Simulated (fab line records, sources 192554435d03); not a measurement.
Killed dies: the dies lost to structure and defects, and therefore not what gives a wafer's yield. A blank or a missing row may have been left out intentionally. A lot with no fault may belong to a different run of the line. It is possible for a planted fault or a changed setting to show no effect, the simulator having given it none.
fab line records | flow n5-finfet | part 2 of 2: steps 5 to 6 of 6
record: lots: 21 wafers: 63 last-day: 18
route steps=1938 shown ILD0@344 DUMMY_REMOVAL@377 HKMG_FIN@438 GATE_CUT@493
lots with no fault: from the same line, run without faults
start-h: the number of hours between the record's first day and the start of the first shown wafer of the lot | wait-h: time in hours since the lot's previous step | " same as the row above | L1.1+2: a single row standing in for several wafers | - value missing, or start not given | * or withheld: withheld | < > ~ a bound
route shown NAME@n: names a module that has steps shown in the file, with the first one's number in the route | usual: average and standard deviation across the fault-free wafers | same: alike in all rows | chamber/n: place in a boat | sites: the reading at each site | _std_site: standard deviation of those values | _edge_site: the outer-site mean with the inner-site mean subtracted | radius-mm: how far each site lies from the wafer's centre | mask NAME#n: copy n | behind: tool/chamber where the wafer was last shaped | hold: reason for holding the lot/hours on hold/outcome of the hold | device: transistor that didn't switch, given as n, p or np | end of line: the tests these same wafers got at the end of their route | for a step that has no rows: nothing shown but its recipe | killed: the dies lost at the first sort to structure and to defects; this is not the yield of the wafer | map: shows each die of a wafer: x if killed, . if not, _ if none is there
set.NAME: the setting that was run; set.NAME@STEP: the one run at that earlier step | model.NAME: the simulator's own value behind a step, which no gauge read
steps of the route over a sample of lots; a table a step, a row a wafer
services: from which hour (start-h, from the record's first day; less than 0 if before it) a tool's chamber was out of use, for how many hours, and why
== steps ==
step: N5_GATE_CUT_ETCH_37
recipe: chemistry: N2/H2 target: SOC target-depth-a: 600 overetch-a: 120 mask-material: SiARC temp-c: 40 time-s: 90 ion-energy-ev: 200 pressure-mtorr: 30 source-w: 840 bias-w: 150 n2-flow-sccm: 200 h2-flow-sccm: 200
usual: chamber-pressure-mTorr: 30.002/0.03 drypump-motor-current-A: 5.6/0.43 oes-product-au: 0.67/0.049 rf-vpp-V: 523.8/1.9 showerhead-plenum-p-Torr: 2.54/0.059 throttle-valve-pct: 17.89/0.15
columns lot.wafer tool chamber start-h wait-h chamber-pressure-mTorr drypump-motor-current-A oes-product-au rf-hours-counter-h rf-vpp-V showerhead-plenum-p-Torr throttle-valve-pct
L074.2 rie-diel-04 0 84.24 0.0 29.999 6.2 0.68 166 523.3 2.55 17.98
L074.3 " 3 " " 30.004 5.0 0.63 216 522.3 2.49 17.80
L074.5 " 2 " " 29.985 6.5 0.62 - 519.7 2.42 17.95
L075.1 rie-diel-04 2 90.97 0.0 30.032 6.5 0.63 214 518.5 2.42 17.95
L075.5 " 0 " " 29.958 6.2 0.67 - 523.5 2.55 17.98
L075.6 " 3 " " 30.000 5.0 0.62 - 522.9 2.49 17.81
L076.1 rie-diel-05 3 97.16 0.0 29.976 5.9 0.69 136 523.9 2.56 18.06
L076.3 " 2 " " 29.974 5.2 0.68 150 523.7 2.54 17.67
L076.5 " 1 " " 29.969 5.6 0.66 - 523.8 2.55 17.97
L077.2 rie-diel-03 1 101.79 0.0 29.994 5.1 0.70 127 524.2 2.53 17.75
L077.5 " 3 " " 29.996 5.6 0.69 - 525.1 2.65 17.99
L077.6 " 0 " " 29.985 5.5 0.80 - 521.9 2.49 17.79
L078.3 rie-diel-04 1 110.96 0.0 29.974 5.6 0.72 98 524.9 2.55 18.06
L078.5 " 3 " " 29.996 5.0 0.63 - 522.9 2.49 17.82
L078.6 " 2 " " 29.993 6.5 0.62 - 519.6 2.41 17.97
L079.2 rie-diel-05 3 113.51 0.0 29.998 5.8 0.68 141 523.9 2.55 18.06
L079.5 " 2 " " 29.989 5.3 0.67 - 523.8 2.53 17.68
L079.6 " 1 " " 30.017 5.6 0.66 - 524.7 2.55 17.97
L081.1 rie-diel-05 3 128.78 0.0 30.005 5.8 0.68 148 522.9 2.55 18.07
L081.4 " 0 " " 30.061 5.8 0.66 175 527.4 2.63 17.83
L081.6 " 0 " " 29.981 5.8 0.66 - 526.3 2.63 17.86
L082.1 rie-diel-05 3 134.25 0.0 30.001 5.8 0.68 151 523.0 2.55 18.07
L082.2 " 2 " " 29.995 5.3 0.66 164 524.7 2.53 17.66
L082.5 " 2 " " 29.993 5.3 0.66 - 525.3 2.53 17.68
L084.1 rie-diel-03 0 148.82 0.0 30.013 5.5 0.78 47 521.8 2.48 17.79
L084.5 " 1 " " 29.986 5.1 0.69 - 524.4 2.53 17.78
L084.6 " 0 " " 30.007 5.5 0.79 - 522.1 2.48 17.79
L085.2 rie-diel-04 1 151.61 0.0 30.043 5.5 0.71 105 525.3 2.55 18.07
L085.3 " 3 " " 30.037 5.0 0.62 230 522.9 2.49 17.81
L085.5 " 3 " " 29.985 5.0 0.62 - 521.7 2.49 17.83
L086.1 rie-diel-03 0 159.09 0.0 29.970 5.5 0.77 51 524.7 2.48 17.81
L086.5 " 3 " " 30.014 5.6 0.67 - 527.2 2.64 18.04
L086.6 " 2 " " 30.000 5.1 0.60 - 525.8 2.60 17.70
L087.2 rie-diel-05 1 169.49 0.0 29.992 5.6 0.64 187 523.3 2.54 17.99
L087.3 " 2 " " 30.004 5.3 0.66 174 523.9 2.53 17.70
L087.5 " 1 " " 30.007 5.6 0.64 - 524.1 2.54 18.00
L088.1 rie-diel-04 3 171.52 0.0 29.984 5.0 0.62 234 522.5 2.48 17.84
L088.3 " 2 " " 29.959 6.5 0.62 232 520.1 2.41 17.97
L088.5 " 1 " " 29.982 5.5 0.71 - 526.3 2.55 18.07
L090.1 rie-diel-05 2 186.97 0.0 30.051 5.3 0.66 179 523.5 2.52 17.71
L090.3 " 0 " " 29.972 5.8 0.65 191 524.4 2.62 17.89
L090.4 " 3 " " 30.010 5.8 0.67 165 523.8 2.54 18.11
L091.1 rie-diel-04 0 188.71 0.0 30.050 6.2 0.65 188 524.0 2.54 18.01
L091.2 " 3 " " 30.030 5.0 0.62 237 524.0 2.48 17.86
L091.5 " 0 " " 29.968 6.2 0.65 - 522.2 2.54 18.01
L092.1 rie-diel-05 2 198.47 0.0 29.969 5.3 0.65 182 523.4 2.52 17.72
L092.2 " 3 " " 30.027 5.9 0.67 168 523.7 2.54 18.10
L092.3 " 0 " " 29.969 5.8 0.64 194 527.7 2.62 17.89
L093.1 rie-diel-05 3 202.27 0.0 29.979 5.8 0.67 169 525.1 2.54 18.10
L093.4 " 2 " " 29.956 5.3 0.64 183 523.0 2.52 17.72
L093.5 " 0 " " 29.980 5.8 0.64 - 526.3 2.62 17.89
L094.2 rie-diel-03 1 207.16 0.0 30.047 5.1 0.67 161 522.6 2.52 17.81
L094.4 " 0 " " 29.986 5.5 0.75 66 521.6 2.47 17.83
L094.5 " 2 " " 29.999 5.1 0.88 - 526.6 2.59 17.34
L095.2 rie-diel-05 2 213.54 0.0 29.989 5.2 0.64 185 522.6 2.52 17.72
L095.3 " 0 " " 29.998 5.8 0.64 199 525.5 2.62 17.89
L095.4 " 1 " " 29.985 5.5 0.63 199 524.6 2.54 18.03
L096.2 rie-diel-05 3 220.15 0.0 30.061 5.8 0.66 174 524.3 2.54 18.11
L096.3 " 0 " " 30.008 5.8 0.65 200 526.6 2.62 17.92
L096.6 " 2 " " 30.029 5.3 0.65 - 524.4 2.52 17.73
L097.1 rie-diel-04 0 225.39 0.0 30.004 6.2 0.64 200 524.5 2.53 18.02
L097.5 " 0 " " 29.985 6.2 0.65 - 522.9 2.53 18.03
L097.6 " 3 " " 29.991 5.0 0.60 - 523.2 2.48 17.87
step: N5_GATE_CUT_CMP_43
recipe: material: SiO2 post-cmp-clean: rinse-only
usual: motor-current-A: 11.6/1 slurry-filter-dp-kPa: 13.51/0.12
columns lot.wafer tool chamber start-h wait-h motor-current-A slurry-filter-dp-kPa
L074.3 cmp-03 0 86.89 0.1 10.6 13.42
L074.2 " 1 " " 11.6 13.47
L074.5 " 0 " " 10.2 13.48
L075.1 cmp-03 2 93.93 0.2 13.6 13.35
L075.6 " 0 " " 10.4 13.47
L075.5 " 1 " " 12.2 13.59
L076.3 cmp-04 1 99.81 0.1 9.7 13.61
L076.1 " 3 " " 13.8 13.55
L076.5 " 0 " " 13.0 13.52
L077.2 cmp-03 0 104.68 0.3 10.5 13.55
L077.6 " 1 " " 11.8 13.42
L077.5 " 2 " " 13.9 13.58
L078.3 cmp-02 2 115.02 0.0 11.9 13.52
L078.6 " 2 " " 11.9 13.55
L078.5 " 3 " " 11.1 13.18
L079.2 cmp-04 2 116.10 0.0 11.5 13.55
L079.5 " 2 " " 10.9 13.56
L079.6 " 3 " " 12.9 13.36
L081.1 cmp-03 3 131.43 0.1 12.0 13.72
L081.4 " 0 " " 10.5 13.36
L081.6 " 2 " " 13.6 13.50
L082.2 cmp-02 1 137.10 0.0 11.8 13.61
L082.1 " 2 " " 11.6 13.65
L082.5 " 1 " " 11.4 13.60
L084.1 cmp-02 3 151.73 0.3 11.1 13.51
L084.5 " 0 " " 10.9 13.49
L084.6 " 1 " " 11.7 13.43
L085.2 cmp-02 0 154.26 0.1 10.5 13.53
L085.3 " 2 " " 12.6 13.58
L085.5 " 3 " " 11.3 13.70
L086.1 cmp-02 0 162.02 0.0 11.2 13.65
L086.6 " 0 " " 10.9 13.52
L086.5 " 1 " " 11.3 13.59
L087.3 cmp-04 1 172.13 0.0 9.8 13.55
L087.2 " 2 " " 11.4 13.43
L087.5 " 1 " " 10.3 13.68
L088.1 cmp-02 3 174.17 0.1 11.0 13.43
L088.3 " 1 " " 12.2 13.36
L088.5 " 2 " " 12.3 13.52
L090.1 cmp-04 0 190.59 0.0 12.6 13.57
L090.3 " 1 " " 10.0 13.60
L090.4 " 3 " " 13.0 13.73
L091.2 cmp-03 0 191.82 0.0 10.4 13.47
L091.1 " 2 " " 13.5 13.59
L091.5 " 0 " " 10.3 13.40
L092.3 cmp-02 2 201.31 0.0 12.5 13.43
L092.1 " 3 " " 11.2 13.57
L092.2 " 0 " " 10.8 13.59
L093.4 cmp-02 0 204.86 0.0 11.2 13.65
L093.1 " 1 " " 11.5 13.44
L093.5 " 0 " " 10.6 13.32
L094.4 cmp-04 2 209.81 0.1 11.4 13.34
L094.2 " 0 " " 12.4 13.55
L094.5 " 1 " " 10.3 13.53
L095.4 cmp-02 1 216.38 0.0 12.0 13.48
L095.2 " 2 " " 12.4 13.30
L095.3 " 3 " " 11.5 13.62
L096.3 cmp-02 0 223.43 0.1 11.2 13.38
L096.2 " 2 " " 12.2 13.43
L096.6 " 0 " " 10.5 13.37
L097.1 cmp-03 2 228.27 0.0 13.4 13.85
L097.6 " 2 " " 13.4 13.54
L097.5 " 3 " " 11.5 13.50
== services ==
columns tool chamber start-h hours kind
cmp-03 - 46.77 4.0 pm
rie-diel-03 2 63.50 4.4 repair
rie-diel-05 3 63.51 2.7 repair
cmp-02 - 73.45 5.7 pm
rie-diel-03 - 78.65 2.5 repair
cvd-w-01 - 81.47 10.8 repair
cmp-04 - 84.45 7.3 pm
cvd-w-01 - 106.75 2.8 pm
rie-diel-04 - 118.88 14.6 pm
cmp-04 - 142.39 1.4 repair
cmp-04 - 143.81 4.8 pm
cvd-w-02 - 148.95 6.0 pm
cvd-w-02 - 155.99 1.0 repair
cvd-w-02 - 160.02 0.6 repair
rie-diel-04 3 164.80 1.4 repair
cmp-04 - 167.40 3.8 repair
cmp-03 - 172.74 4.8 pm
cmp-04 - 182.93 1.8 repair
cmp-03 - 183.59 6.1 repair
cmp-04 - 188.59 1.0 repair
cvd-w-02 1 191.10 27.4 repair
rie-diel-03 1 194.09 2.4 repair
cmp-04 - 197.14 0.6 repair
cmp-03 - 208.71 0.5 repair
